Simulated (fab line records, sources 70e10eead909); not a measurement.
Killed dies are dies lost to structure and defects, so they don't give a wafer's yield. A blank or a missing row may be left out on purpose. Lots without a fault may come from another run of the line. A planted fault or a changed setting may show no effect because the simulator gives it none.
A struck lot beside a sound one | flow nand_harc | 13 steps out of a route of 1302
Sound: wafers L911.1, L911.4, L911.5. Struck: wafer L903.6. (L903.2, L903.3 of the same lot were not struck and are left out.) The cause comes at the end.
At each step with rows: each side's tool, then ch and its chambers, then its first start. Under that, the readings that differ: sound wafers | struck wafers | difference of the means | sigmas: that difference in standard deviations of wafers without a fault.
alike: readings whose means differ by less than 2 such deviations, and words and numbers that are the same on both sides. not compared: withheld readings, readings that some wafer has no value for, bounds like >300 that may hide the same value, and numbers for which the record gives no deviation and whose values overlap.
The two part at a step that has a row with sigmas, a row that says differs or no value, or rows on one side only. Numbers that don't overlap but have no deviation are shown without sigmas and don't part them. A reading that every wafer of one side lacks parts them only if that side has two wafers or more.

first, 6 steps without rows for these wafers: NHARC_A_STAIRCASE_SOFTBAKE_179 (time 170 s); NHARC_A_STAIRCASE_EBR_180; NHARC_A_STAIRCASE_EXPOSE_181 (exposes mask STAIR 2); NHARC_A_STAIRCASE_PEB_182 (peb time 130 s); NHARC_A_STAIRCASE_DEVELOP_183 (time 140 s); NHARC_A_STAIRCASE_HARDBAKE_185 (time 140 s).
NHARC_A_STAIRCASE_DESCUM_186: chemistry O2, time 3 s.
  sound on rie_diel-04 ch 2,3, day 22 15:42; struck on rie_diel-06 ch 3, day 19 07:50
  alike: drypump_motor_current_A, oes_product_au, rf_vpp_V, showerhead_plenum_p_Torr, throttle_valve_pct
  not compared: rf_hours_counter_h
NHARC_A_STAIRCASE_TRIM_187: chemistry O2, time 211.2 s.
  sound on rie_diel-04 ch 1,2,3, day 22 15:47; struck on rie_diel-06 ch 2, day 19 07:56
  alike: drypump_motor_current_A, oes_product_au, rf_vpp_V, showerhead_plenum_p_Torr, throttle_valve_pct
  not compared: rf_hours_counter_h
NHARC_A_STAIRCASE_ETCH_188: etches the open film in C4F8/O2, target depth 100 nm, time 40.5 s.
  sound on rie_diel-04 ch 1,3; struck on rie_diel-06 ch 2
  alike: oes_product_au, rf_vpp_V
  not compared: rf_hours_counter_h
NHARC_A_STAIRCASE_TRIM_189: chemistry O2, time 211.2 s.
  sound on rie_diel-04 ch 0,1,3; struck on rie_diel-06 ch 3
  reading                     | sound       | struck | difference | sigmas
  drypump_motor_current_A (A) | 5.4 5.4 4.8 | 6.7    | +1.5       | +2
  alike: oes_product_au, rf_vpp_V, showerhead_plenum_p_Torr, throttle_valve_pct
  not compared: rf_hours_counter_h
NHARC_A_STAIRCASE_ETCH_190: etches the open film in C4F8/O2, target depth 100 nm, time 40.5 s.
  sound on rie_diel-04 ch 0,1,3; struck on rie_diel-06 ch 2
  alike: oes_product_au, rf_vpp_V
  not compared: rf_hours_counter_h
NHARC_A_STAIRCASE_TRIM_191: chemistry O2, time 211.2 s.
  sound on rie_diel-04 ch 1,3, day 22 16:39; struck on rie_diel-06 ch 0, day 19 08:23
  reading               | sound             | struck | difference | sigmas
  oes_product_au (a.u.) | 0.984 1.008 0.997 | 0.745  | -0.251     | -34
  alike: drypump_motor_current_A, rf_vpp_V, showerhead_plenum_p_Torr, throttle_valve_pct
  not compared: rf_hours_counter_h
then, 1 step without rows for these wafers: NHARC_A_STAIRCASE_ETCH_192 (etches the open film in C4F8/O2, target depth 100 nm, time 40.5 s).

WHERE THEY PART
First at NHARC_A_STAIRCASE_TRIM_189; last, within this record, at NHARC_A_STAIRCASE_TRIM_191.

WHY: what the simulator had put in
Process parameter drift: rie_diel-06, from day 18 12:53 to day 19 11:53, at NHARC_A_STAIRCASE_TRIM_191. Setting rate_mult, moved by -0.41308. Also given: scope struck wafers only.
